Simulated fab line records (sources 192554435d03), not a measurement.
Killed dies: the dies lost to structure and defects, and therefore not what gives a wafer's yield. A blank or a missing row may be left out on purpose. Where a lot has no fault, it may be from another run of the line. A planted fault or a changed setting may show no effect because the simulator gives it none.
Comparing a struck lot with a sound one | flow n5Finfet | 36 out of 1938 route steps
Sound: wafers L516.2, L516.3, L516.6. Struck: wafer L522.3. (L522.1, L522.5 of the same lot were not struck and are left out.) The cause comes at the end.
Each step with rows lists, per side, the tool, then ch with its chambers, then its first start. Under that, the readings that differ: sound wafers | struck wafers | difference of the means | sigmas: that difference in standard deviations of wafers without a fault.
alike: words and numbers the same on both sides, and readings whose means are apart by under 2 such deviations; not compared: readings that were withheld, readings missing a value for some wafer, numbers with overlapping values and no deviation given by the record, and bounds like >300 which may hide the same value.
The two part at a step that has a row with sigmas, a row that says differs or no value, or rows on one side only. Numbers that don't overlap but have no deviation are shown without sigmas and don't part them. Lack of a reading on every wafer of one side parts them only where that side has two or more wafers.

first, 9 steps without rows for these wafers: N5_BEOL_M11_ALD_74 (deposits TaN, target thk 2 nm, pulse time 2 s, purge time 3 s); N5_BEOL_M11_SURFACE_TREAT_76; N5_BEOL_M11_CVD_75 (deposits Co from CCTBA/H2, target thk 2 nm, time 138.9 s); N5_BEOL_M11_SPUTTER_48 (material Cu, target thk 12 nm, time 2 s); N5_BEOL_M11_ECD_50 (material Cu, target thk 318 nm); N5_BEOL_M11_ANNEAL_51 (time 90 s); N5_BEOL_M11_CMP_52 (polishes, stops on SiCOH lowk, t overpolish 7 s, target thk 140 nm); N5_BEOL_M11_PRE_CLEAN_55 (time 15 s); N5_BEOL_M11_DEP_56 (deposits SiCN from 3MS/NH3, target thk 30 nm, time 10.5 s).
N5_BEOL_M12_ILD_DEP_00: deposits SiOC from DEMS/O2, target thk 658.92 nm, time 130.7 s.
  sound on pecvd-03 ch 0,1, day 13 10:04; struck on pecvd-03 ch 2, day 13 18:53
reading                                      | sound          | struck | difference | sigmas
throttleValvePct (%)                         | 11.8 12.7 12.6 | 11.4   | -1.0       | -2
model.SiOC_of_BEOL_M12_ILD_DEP_00.thkNm (nm) | 654.2 655 667  | 721.6  | +62.9      | 
  alike: heaterPowerW, showerheadPlenumPTorr
N5_BEOL_M12_THK_MEAS_01:
  struck on filmMetro-02, day 13 19:02; sound on filmMetro-02, day 13 10:11
reading          | sound       | struck | difference | sigmas
M12_ILD_THK (nm) | 654 655 667 | 721    | +62        | +7
then, 10 steps without rows for these wafers: N5_BEOL_M12_COAT_58 (time 60 s, resist thk 89 nm); N5_BEOL_M12_COAT_04 (resist thk 400 nm); N5_BEOL_M12_EBR_06; N5_BEOL_M12_SOFTBAKE_05 (time 60 s); N5_BEOL_M12_EXPOSE_07 (exposes mask V11); N5_BEOL_M12_PEB_08 (peb time 90 s); N5_BEOL_M12_DEVELOP_09 (develop time 45 s); N5_BEOL_M12_HARDBAKE_14 (time 120 s); N5_BEOL_M12_DESCUM_15 (chemistry O2, time 7.9 s); N5_BEOL_M12_ETCH_59 (etches BARC in N2/H2, target depth 89 nm, overetch 26.7 nm, time 67.9 s).
N5_BEOL_M12_VIA_ETCH_16: etches SiOC in C4F8/O2/Ar, target depth 724.8 nm.
  sound on rieDiel-06 ch 1,3, day 13 10:48; struck on rieDiel-04 ch 2, day 13 19:38
reading                                   | sound             | struck | difference | sigmas
throttleValvePct (%)                      | 23.81 23.89 23.83 | 24.29  | +0.45      | +2
model.etch.depthNm (nm)                   | 654.2 655 666.9   | 721.7  | +63.0      | 
model.coat_of_BEOL_M12_COAT_04.thkNm (nm) | 121.8 120.6 119   | 107.2  | -13.3      | 
  alike: biasW, drypumpMotorCurrentA, oesProductAu, rfVppV, showerheadPlenumPTorr
N5_BEOL_M12_STRIP_63: strips in N2/H2.
  sound on plasmaAsher-02 ch 0,1, day 13 11:00; struck on plasmaAsher-01 ch 0, day 13 19:50
reading                  | sound          | struck | difference | sigmas
stripTimeToEndpointS (s) | 42.1 41.9 41.4 | 38.2   | -3.6       | -4
  alike: drypumpMotorCurrentA, h2FlowSccm, heaterPowerW, oesProductAu
  not compared: rfHoursCounterH
then, 12 steps without rows for these wafers: N5_BEOL_M12_STRIP_64 (strips in N2/H2); N5_BEOL_M12_STRIP_71 (strips in post etch residue remover, time 60 s); N5_BEOL_M12_SRD_72 (time 30 s, dry time 30 s); N5_BEOL_M12_COAT_65 (time 60 s, resist thk 300 nm); N5_BEOL_M12_COAT_66 (time 60 s, resist thk 110 nm); N5_BEOL_M12_COAT_22 (resist thk 300 nm); N5_BEOL_M12_EBR_24; N5_BEOL_M12_SOFTBAKE_23 (time 60 s); N5_BEOL_M12_EXPOSE_25 (exposes mask M12); N5_BEOL_M12_PEB_26 (peb time 90 s); N5_BEOL_M12_DEVELOP_27 (develop time 45 s); N5_BEOL_M12_HARDBAKE_32 (time 120 s).
N5_BEOL_M12_CMP_49: polishes, stops on SiOC, t overpolish 20.6 s, target thk 320 nm.
  sound on cmp-01 ch 0,1,3, day 13 14:32; struck on cmp-01 ch 1, day 13 23:13
reading                                      | sound             | struck | difference | sigmas
model.SiOC_of_BEOL_M12_ILD_DEP_00.thkNm (nm) | 593.4 594.8 606.8 | 662.2  | +63.9      | 
  alike: motorCurrentA, platenRpm

## WHERE THEY PART
Earliest at N5_BEOL_M12_ILD_DEP_00; latest, in this record, at N5_BEOL_M12_STRIP_63. Later steps at which nothing parts them and some readings are alike: N5_BEOL_M12_CMP_49.

WHY: the cause the simulator had injected
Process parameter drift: pecvd-03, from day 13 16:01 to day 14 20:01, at N5_BEOL_M12_ILD_DEP_00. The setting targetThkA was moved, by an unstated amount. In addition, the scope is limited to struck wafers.
